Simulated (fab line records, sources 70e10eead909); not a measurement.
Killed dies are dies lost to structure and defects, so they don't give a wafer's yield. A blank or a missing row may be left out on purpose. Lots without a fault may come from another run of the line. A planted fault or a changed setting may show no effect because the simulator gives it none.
A struck lot beside a sound one | flow nand_harc | 18 steps out of a route of 1159
Sound: wafers L953.2, L953.3, L953.5. Struck: wafers L961.2, L961.3, L961.6. The cause comes at the end.
At each step with rows: each side's tool, then ch and its chambers, then its first start. Under that, the readings that differ: sound wafers | struck wafers | difference of the means | sigmas: that difference in standard deviations of wafers without a fault.
alike: readings whose means differ by less than 2 such deviations, and words and numbers that are the same on both sides. not compared: withheld readings, readings that some wafer has no value for, bounds like >300 that may hide the same value, and numbers for which the record gives no deviation and whose values overlap.
The two part at a step that has a row with sigmas, a row that says differs or no value, or rows on one side only. Numbers that don't overlap but have no deviation are shown without sigmas and don't part them. A reading that every wafer of one side lacks parts them only if that side has two wafers or more.

NHARC_A_CONTACT_ETCH_106: etches the open film in CF4/O2, target depth 60 nm, overetch 6 nm, time 33 s.
  sound on rie_diel-09 ch 0,3, day 17 04:48; struck on rie_diel-11 ch 1,3, day 19 03:54
  reading                         | sound             | struck            | difference | sigmas
  rf_vpp_V (V)                    | 197.7 200.3 199.3 | 195.3 194.8 194.1 | -4.4       | -3
  showerhead_plenum_p_Torr (Torr) | 1.34 1.44 1.44    | 1.24 1.24 1.24    | -0.17      | -2
  alike: drypump_motor_current_A, oes_product_au, throttle_valve_pct
  not compared: rf_hours_counter_h
NHARC_A_CONTACT_STRIP_82: strips in O2.
  sound on rie_diel-09 ch 1,2,3; struck on rie_diel-11 ch 0,2,3
  alike: drypump_motor_current_A, oes_product_au, rf_vpp_V, showerhead_plenum_p_Torr, throttle_valve_pct
  not compared: rf_hours_counter_h
then, 1 step without rows for these wafers: NHARC_A_CONTACT_STRIP_83 (strips in post etch residue remover, time 600 s).
NHARC_A_CONTACT_DEP_84: deposits aC, target thk 2000 nm.
  sound on acl_dep-01 ch 0, day 17 07:01; struck on acl_dep-02 ch 0, day 19 07:17
  alike: throttle_valve_pct
NHARC_A_CONTACT_DEP_85: deposits SiON, target thk 50 nm.
  sound on pecvd-04 ch 0,2, day 17 08:05; struck on pecvd-04 ch 1,2, day 19 08:22
  alike: heater_power_w
then, 7 steps without rows for these wafers: NHARC_A_CONTACT_DEHYDRATE_00 (time 120 s); NHARC_A_CONTACT_HMDS_01 (time 30 s); NHARC_A_CONTACT_COAT_86 (time 75 s); NHARC_A_CONTACT_COAT_87 (time 65 s); NHARC_A_CONTACT_COAT_02 (resist thk 90 nm); NHARC_A_CONTACT_SOFTBAKE_03 (time 55 s); NHARC_A_CONTACT_EBR_04.
NHARC_A_CONTACT_EXPOSE_05: exposes mask A CC.
  sound on arfi_scanner-03 ch 0, day 17 08:33; struck on arfi_scanner-03 ch 0, day 19 10:23
  reading              | sound             | struck            | difference | sigmas
  exposure_dose_mJ_cm2 | 84.27 84.10 84.31 | 61.67 61.64 61.61 | -22.59     | -99 or more
  alike: mask, focus_offset_nm, stage_vel_mm_s
then, 2 steps without rows for these wafers: NHARC_A_CONTACT_PEB_06 (peb time 65 s); NHARC_A_CONTACT_DEVELOP_07 (develop time 35 s).
NHARC_A_CONTACT_CD_MEAS_08: target cd 100 nm.
  sound on cd_sem-03 ch 0, day 17 08:41; struck on cd_sem-02 ch 0
  reading    | sound          | struck         | difference | sigmas
  cd_nm (nm) | 98.4 98.8 99.8 | 81.8 81.8 82.2 | -17.1      | -33
  not compared: hold
NHARC_A_CONTACT_OVL_MEAS_09:
  sound on overlay-02, day 17 08:46; struck on overlay-02, day 19 15:32
  reading           | sound       | struck                                                                     | difference                   | sigmas
  hold              | - - -       | await_dispo/4.8h/release await_dispo/4.8h/release await_dispo/4.8h/release | no value on the sound wafers |
  overlay_x_nm (nm) | 0.2 0.4 0.2 | 2.2 2.2 2.3                                                                | +2.0                         | +2
  overlay_y_nm (nm) | 1.4 2.2 1.8 | -0.7 -0.5 -0.7                                                             | -2.4                         | -2
-- the record jumps here: 3 days lie between the struck wafers' starts before and after (it left off in module A_CONTACT and takes up again in module END, whose first step shown is number 1159 of the route) --
NHARC_END_SORT_01:
  sound on prober-01 ch 0, day 20 02:00; struck on prober-01 ch 0, day 22 19:43
  alike: killed_at_array, killed_at_other, killed_at_periphery, killed_dies, killed_open, killed_short

WHERE THEY PART
First at NHARC_A_CONTACT_ETCH_106; last, within this record, at NHARC_A_CONTACT_OVL_MEAS_09. Later steps at which nothing parts them and some readings are alike: NHARC_END_SORT_01.

WHY: what the simulator had put in
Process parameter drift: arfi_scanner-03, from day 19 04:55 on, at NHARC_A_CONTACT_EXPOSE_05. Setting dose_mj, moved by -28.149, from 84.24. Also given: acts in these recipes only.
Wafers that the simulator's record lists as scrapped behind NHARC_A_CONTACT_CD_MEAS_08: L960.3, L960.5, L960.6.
